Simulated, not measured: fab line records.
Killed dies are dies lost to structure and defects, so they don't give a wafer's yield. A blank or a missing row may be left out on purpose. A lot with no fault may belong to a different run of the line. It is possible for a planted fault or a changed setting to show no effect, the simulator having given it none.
Chamber matching || flow n5_finfet || rie_diel-01 running N5_BEOL_M0_SAQP_SPACER2_ETCHBACK_27: 4 sister chambers
The step etches SiO2 in CHF3/O2, target depth 22.5 nm, time 11.25 s. 20 wafers are shown with their chamber, then 10 later ones without.

EACH WAFER AND ITS CHAMBER
{"wafer": "L077.2", "chamber": 0, "showerhead_plenum_p_Torr (Torr)": 2.45, "drypump_motor_current_A (A)": 5.3, "rf_vpp_V (V)": 508}
{"wafer": "L077.5", "chamber": 3, "showerhead_plenum_p_Torr (Torr)": 2.31, "drypump_motor_current_A (A)": 5.8, "rf_vpp_V (V)": 523}
{"wafer": "L077.6", "chamber": 0, "showerhead_plenum_p_Torr (Torr)": 2.45, "drypump_motor_current_A (A)": 5.2, "rf_vpp_V (V)": 506}
{"wafer": "L078.1", "chamber": 1, "showerhead_plenum_p_Torr (Torr)": 2.46, "drypump_motor_current_A (A)": 6.0, "rf_vpp_V (V)": 533}
{"wafer": "L078.3", "chamber": 3, "showerhead_plenum_p_Torr (Torr)": 2.31, "drypump_motor_current_A (A)": 5.8, "rf_vpp_V (V)": 521}
{"wafer": "L078.6", "chamber": 3, "showerhead_plenum_p_Torr (Torr)": 2.31, "drypump_motor_current_A (A)": 5.8, "rf_vpp_V (V)": 522}
{"wafer": "L080.1", "chamber": 3, "showerhead_plenum_p_Torr (Torr)": 2.31, "drypump_motor_current_A (A)": 5.8, "rf_vpp_V (V)": 521}
{"wafer": "L080.2", "chamber": 2, "showerhead_plenum_p_Torr (Torr)": 2.40, "drypump_motor_current_A (A)": 6.2, "rf_vpp_V (V)": 511}
{"wafer": "L080.4", "chamber": 1, "showerhead_plenum_p_Torr (Torr)": 2.46, "drypump_motor_current_A (A)": 6.0, "rf_vpp_V (V)": 531}
{"wafer": "L083.3", "chamber": 3, "showerhead_plenum_p_Torr (Torr)": 2.30, "drypump_motor_current_A (A)": 5.8, "rf_vpp_V (V)": 520}
{"wafer": "L083.4", "chamber": 0, "showerhead_plenum_p_Torr (Torr)": 2.45, "drypump_motor_current_A (A)": 5.3, "rf_vpp_V (V)": 507}
{"wafer": "L083.5", "chamber": 0, "showerhead_plenum_p_Torr (Torr)": 2.45, "drypump_motor_current_A (A)": 5.3, "rf_vpp_V (V)": 508}
{"wafer": "L084.3", "chamber": 0, "showerhead_plenum_p_Torr (Torr)": 2.45, "drypump_motor_current_A (A)": 5.3, "rf_vpp_V (V)": 509}
{"wafer": "L084.4", "chamber": 3, "showerhead_plenum_p_Torr (Torr)": 2.30, "drypump_motor_current_A (A)": 5.8, "rf_vpp_V (V)": 520}
{"wafer": "L084.6", "chamber": 0, "showerhead_plenum_p_Torr (Torr)": 2.45, "drypump_motor_current_A (A)": 5.3, "rf_vpp_V (V)": 508}
{"wafer": "L089.1", "chamber": 3, "showerhead_plenum_p_Torr (Torr)": 2.30, "drypump_motor_current_A (A)": 5.8, "rf_vpp_V (V)": 522}
{"wafer": "L089.5", "chamber": 2, "showerhead_plenum_p_Torr (Torr)": 2.40, "drypump_motor_current_A (A)": 6.3, "rf_vpp_V (V)": 510}
{"wafer": "L089.6", "chamber": 3, "showerhead_plenum_p_Torr (Torr)": 2.30, "drypump_motor_current_A (A)": 5.8, "rf_vpp_V (V)": 519}
{"wafer": "L090.2", "chamber": 0, "showerhead_plenum_p_Torr (Torr)": 2.44, "drypump_motor_current_A (A)": 5.3, "rf_vpp_V (V)": 507}
{"wafer": "L090.5", "chamber": 2, "showerhead_plenum_p_Torr (Torr)": 2.40, "drypump_motor_current_A (A)": 6.3, "rf_vpp_V (V)": 509}

SIGNATURES (means of the wafers above)
{"reading": "showerhead_plenum_p_Torr", "chamber 0": 2.4486, "chamber 1": 2.4600, "chamber 2": 2.4000, "chamber 3": 2.3050, "scatter within a chamber": 0.00423}
{"reading": "drypump_motor_current_A", "chamber 0": 5.286, "chamber 1": 6.000, "chamber 2": 6.267, "chamber 3": 5.800, "scatter within a chamber": 0.0309}
{"reading": "rf_vpp_V", "chamber 0": 507.57, "chamber 1": 532.00, "chamber 2": 510.00, "chamber 3": 521.00, "scatter within a chamber": 1.16}
Rule: for each reading, subtract the chamber's mean from the wafer's reading, divide by that reading's scatter and square the result; add these up over the readings and take the root, which gives the wafer's distance from the chamber. The wafer belongs to the nearest chamber; if the next one is less than 2 further off, it can't be placed. How the scatter is found: for the shown wafers, subtract from each reading the mean of its chamber, square and add these, divide the total by (wafers less chambers), then take the root.

WAFERS WITH NO CHAMBER GIVEN
{"wafer": "L090.6", "showerhead_plenum_p_Torr (Torr)": 2.30, "drypump_motor_current_A (A)": 5.8, "rf_vpp_V (V)": 521}
{"wafer": "L094.1", "showerhead_plenum_p_Torr (Torr)": 2.30, "drypump_motor_current_A (A)": 5.8, "rf_vpp_V (V)": 520}
{"wafer": "L094.2", "showerhead_plenum_p_Torr (Torr)": 2.45, "drypump_motor_current_A (A)": 6.0, "rf_vpp_V (V)": 530}
{"wafer": "L094.3", "showerhead_plenum_p_Torr (Torr)": 2.39, "drypump_motor_current_A (A)": 6.3, "rf_vpp_V (V)": 511}
{"wafer": "L095.2", "showerhead_plenum_p_Torr (Torr)": 2.44, "drypump_motor_current_A (A)": 5.3, "rf_vpp_V (V)": 506}
{"wafer": "L095.3", "showerhead_plenum_p_Torr (Torr)": 2.30, "drypump_motor_current_A (A)": 5.8, "rf_vpp_V (V)": 520}
{"wafer": "L095.5", "showerhead_plenum_p_Torr (Torr)": 2.45, "drypump_motor_current_A (A)": 6.0, "rf_vpp_V (V)": 530}
{"wafer": "L096.2", "showerhead_plenum_p_Torr (Torr)": 2.45, "drypump_motor_current_A (A)": 6.0, "rf_vpp_V (V)": 531}
{"wafer": "L096.4", "showerhead_plenum_p_Torr (Torr)": 2.29, "drypump_motor_current_A (A)": 5.8, "rf_vpp_V (V)": 520}
{"wafer": "L096.5", "showerhead_plenum_p_Torr (Torr)": 2.30, "drypump_motor_current_A (A)": 5.8, "rf_vpp_V (V)": 520}

THE CHAMBER EACH PASSED THROUGH
{"wafer": "L090.6", "from the rows above": 3, "in truth": 3}
{"wafer": "L094.1", "from the rows above": 3, "in truth": 3}
{"wafer": "L094.2", "from the rows above": 1, "in truth": 1}
{"wafer": "L094.3", "from the rows above": 2, "in truth": 2}
{"wafer": "L095.2", "from the rows above": 0, "in truth": 0}
{"wafer": "L095.3", "from the rows above": 3, "in truth": 3}
{"wafer": "L095.5", "from the rows above": 1, "in truth": 1}
{"wafer": "L096.2", "from the rows above": 1, "in truth": 1}
{"wafer": "L096.4", "from the rows above": 3, "in truth": 3}
{"wafer": "L096.5", "from the rows above": 3, "in truth": 3}
10 of 10 placed correctly. From these rows, 0 cannot be placed. Wrongly placed: 0.
